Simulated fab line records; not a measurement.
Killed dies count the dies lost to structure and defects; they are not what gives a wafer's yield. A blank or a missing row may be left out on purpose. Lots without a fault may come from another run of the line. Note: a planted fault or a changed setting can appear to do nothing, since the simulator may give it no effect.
A single fault, viewed from 3 desks -- flow nand harc -- what lay behind the numbers comes last; until then each desk has only its own

== AT THE METROLOGY DESK ==
What the gauges read, lot by lot, whatever tool the lot ran on: means of the sampled wafers that have a number. A lot is out of limits, marked OUT, if its mean lies more than 4 standard deviations from the usual mean; the brackets give that distance.
Columns: A = overlay x nm at NHARC_A_CHANNEL_HOLE_D1_OVL_MEAS_11, usual -0.2 nm; B = overlay y nm at NHARC_A_CHANNEL_HOLE_D1_OVL_MEAS_11, usual 0.0 nm; C = thk nm at NHARC_A_ONON_D2_THK_MEAS_08, usual 1000 nm
lot,first seen here,A,B,C
L931,day 8 08:59,0.9,1.0,1008
L932,day 8 22:39,1.6,-0.2,1001
L933,day 9 09:25,-1.3,-0.2,1005
L934,day 9 16:19,-0.6,-0.5,1011
L935,day 9 16:28,-0.3,0.3,1004
L937,day 11 04:13,-0.9,-0.5,998
L938,day 11 14:35,-0.2,0.6,995
L940,day 12 09:01,-0.1,0.1,993
L941,day 12 15:11,-0.5,-1.0,975
L943,day 13 10:02,1.5,0.9,1009
L945,day 14 07:55,-0.8,-1.2,842 (-16) OUT
L946,day 14 12:28,-1.4,-0.2,682 (-32) OUT
L947,day 15 09:36,-1.4,0.7,833 (-17) OUT
L953,day 17 13:17,-0.1,1.4,1004
L954,day 18 06:35,-0.1,-0.7,1015
This desk's finding: out of limits on L945, L946, L947; first on L945, day 18 09:52 (thk nm at NHARC_A_ONON_D2_THK_MEAS_08). L931, L932, L933, L934, L935, L937, L938, L940, L941, L943, L953, L954: within limits.

== AT THE TOOL OWNER'S DESK: pecvd onon-04 ==
The tool's own readings at NHARC_A_ONON_D2_DEP_06 (target thk 1000 nm): means of the sampled wafers that have a number, for each lot that ran on this tool. A lot is out of limits, marked OUT, if its mean lies more than 4 standard deviations from the usual mean; the brackets give that distance.
Columns: A = nh3 flow sccm at NHARC_A_ONON_D2_DEP_06, usual 500.0 sccm; B = sih4 flow sccm at NHARC_A_ONON_D2_DEP_06, usual 209.9 sccm
lot,first seen here,A,B
L931,day 12 06:40,500.7,210.4
L935,day 13 17:34,498.9,210.0
L938,day 15 13:07,498.7,209.6
L941,day 16 15:44,499.6,209.4
L940,day 16 16:02,500.3,209.9
L943,day 17 06:22,502.6,210.0
L945,day 18 09:25,500.0,210.2
L946,day 18 11:59,502.0,209.6
L947,day 19 06:35,497.8,209.9
L954,day 22 05:26,500.5,209.8
This desk's finding: nothing out of limits on any of the 10 lots.

== THE DEFECT DESK ==
For each lot, the counts of the inspections along the route, averaged over the sampled wafers that have a number. A lot is out of limits, marked OUT, if its mean lies more than 4 standard deviations from the usual mean; the brackets give that distance.
Columns: A = raw defect count at NHARC_A_CHANNEL_HOLE_D2_INSPECT_12, usual 36
lot,first seen here,A
L931,day 13 00:08,5
L932,day 13 10:32,54
L935,day 14 08:49,55
L934,day 14 09:59,7
L933,day 14 10:44,4
L937,day 15 14:04,9
L938,day 16 05:46,62
L941,day 17 06:26,53
L940,day 17 06:35,48
L943,day 17 23:23,62
L945,day 19 00:22,57
L947,day 19 23:24,21
L953,day 22 10:11,19
L954,day 22 22:10,29
This desk's finding: nothing out of limits on any of the 14 lots.

== ALL TOGETHER ==
Metrology desk: alarm possible at day 18 09:52 on L945, L946, L947.
Nothing out of limits was seen by the tool owner's desk.
No out-of-limits result turned up at the defect desk.
Tool owner's desk: L945, L946, L947 on record, inside its limits.
The defect desk has L945, L947 on record, within its limits.
The defect desk has no number on record for L946.
Of the lots named, all ran NHARC_A_ONON_D2_DEP_06 on pecvd onon-04.

== WHAT THE SIMULATOR PUT IN ==
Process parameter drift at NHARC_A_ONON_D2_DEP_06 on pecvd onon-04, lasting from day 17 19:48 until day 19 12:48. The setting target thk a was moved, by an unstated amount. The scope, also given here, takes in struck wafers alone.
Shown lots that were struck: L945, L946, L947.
Hours from the fault's start to each desk's first reading out of limits: the metrology desk, 14.
